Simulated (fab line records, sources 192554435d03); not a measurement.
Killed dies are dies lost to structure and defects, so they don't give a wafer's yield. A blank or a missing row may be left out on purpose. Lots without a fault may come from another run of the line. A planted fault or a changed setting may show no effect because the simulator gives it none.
Split-lot experiment | flow n5_finfet | 7 lots, 21 wafers read, on a route of 1938 steps

THE SPLIT
At N5_BEOL_M5_DEP_56 (deposits SiCN from 3MS/NH3, target thk 8 nm, time 14 s), the setting time_s was moved away from the recipe's 14 s on 5 of the 21 wafers read, by -8.9% to +4.7%. The other wafers ran this setting at the recipe's value.

The reading is taken at the split's own step.

THE READING
SiCN_of_BEOL_M5_DEP_56.thk_nm (the simulator's own value, which no gauge read), in nm, at N5_BEOL_M5_DEP_56 (deposits SiCN from 3MS/NH3, target thk 8 nm, time 14 s). The file gives no usual value for it. The 16 wafers here that ran the recipe average 8.0 nm, standard deviation 0.17 nm.

wafer  | tool, chamber at the split | time_s as run, s | against the recipe | SiCN_of_BEOL_M5_DEP_56.thk_nm, nm | against lot-mates on the recipe
L076.1 | pecvd-01, 1,2              | 14               | recipe             | 8                                 | -
L076.3 | pecvd-01, 1,2              | 14               | recipe             | 8                                 | -
L076.6 | pecvd-01, 0                | 14               | recipe             | 8.2                               | -
L078.2 | pecvd-03, 0,2              | 14               | recipe             | 7.8                               | -
L078.6 | pecvd-03, 0,2              | 14               | recipe             | 7.8                               | -
L078.3 | pecvd-03, 2                | 14               | recipe             | 7.6                               | -
L080.1 | pecvd-02, 1,2,1            | 14               | recipe             | 8                                 | -
L080.5 | pecvd-02, 1,2,1            | 14               | recipe             | 8                                 | -
L080.6 | pecvd-02, 1,2,1            | 14               | recipe             | 8                                 | -
L086.1 | pecvd-02, 1                | 14               | recipe             | 8                                 | -
L086.4 | pecvd-02, 0,2              | 14               | recipe             | 8.2                               | -
L086.6 | pecvd-02, 0,2              | 14               | recipe             | 8.2                               | -
L085.1 | pecvd-02, 2,1              | 12.76            | -8.9%              | 7.2                               | -0.6
L085.4 | pecvd-02, 2,1              | 12.76            | -8.9%              | 7.2                               | -0.6
L085.2 | pecvd-02, 1                | 14               | recipe             | 7.8                               | -
L093.2 | pecvd-03, 0                | 13.03            | -6.9%              | 7.2                               | -0.8
L093.5 | pecvd-03, 0                | 14               | recipe             | 8                                 | -
L093.6 | pecvd-03, 1                | 13.03            | -6.9%              | 7.4                               | -0.6
L094.1 | pecvd-02, 2                | 14.66            | +4.7%              | 8.4                               | +0.4
L094.4 | pecvd-02, 0                | 14               | recipe             | 8.2                               | -
L094.6 | pecvd-02, 2                | 14               | recipe             | 7.8                               | -
Where a row lists several chambers, the file gives one row for several wafers and doesn't say which wafer went through which chamber.

THE FIT
A straight line over all 21 wafers: SiCN_of_BEOL_M5_DEP_56.thk_nm changes by +0.091 nm for each +1% of time_s; r = +0.89; the points scatter about the line by 0.16 nm.
The same after taking each lot's own level away (the mean of its wafers on the recipe; 21 wafers): +0.0806 nm for each +1%; r = +0.93; scatter 0.11 nm.
On that fit, the largest move of time_s shifts the reading by 0.71 nm.
The lots' own levels span 7.73 to 8.13 nm, that is 2.3 times the standard deviation above.
So the lot-to-lot level changes the slope: the two fits differ.
Check: with one of the wafers moved furthest among these (-8.9%) left out of the fit, the line predicts -0.762 nm for it against its lot-mates. It came out at -0.6 nm against them.

OTHER SPLITS ON THESE WAFERS
These wafers also went through other splits before the reading. Each is held against what the fit with the lots' levels taken away leaves over:
other split on the same wafers   | wafers away from the commonest value | r with SiCN_of_BEOL_M5_DEP_56.thk_nm (lot level and that fit taken away)
N5_BEOL_M4_TRENCH_ETCH_37 bias_w | 4                                    | -0.31
N5_BEOL_M5_COAT_22 spin_rpm      | 9                                    | -0.16

THE FILE'S OWN FIT
SiCN_of_BEOL_M5_DEP_56.thk_nm changes by +0.081 nm for each +1% of time_s, r = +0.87.
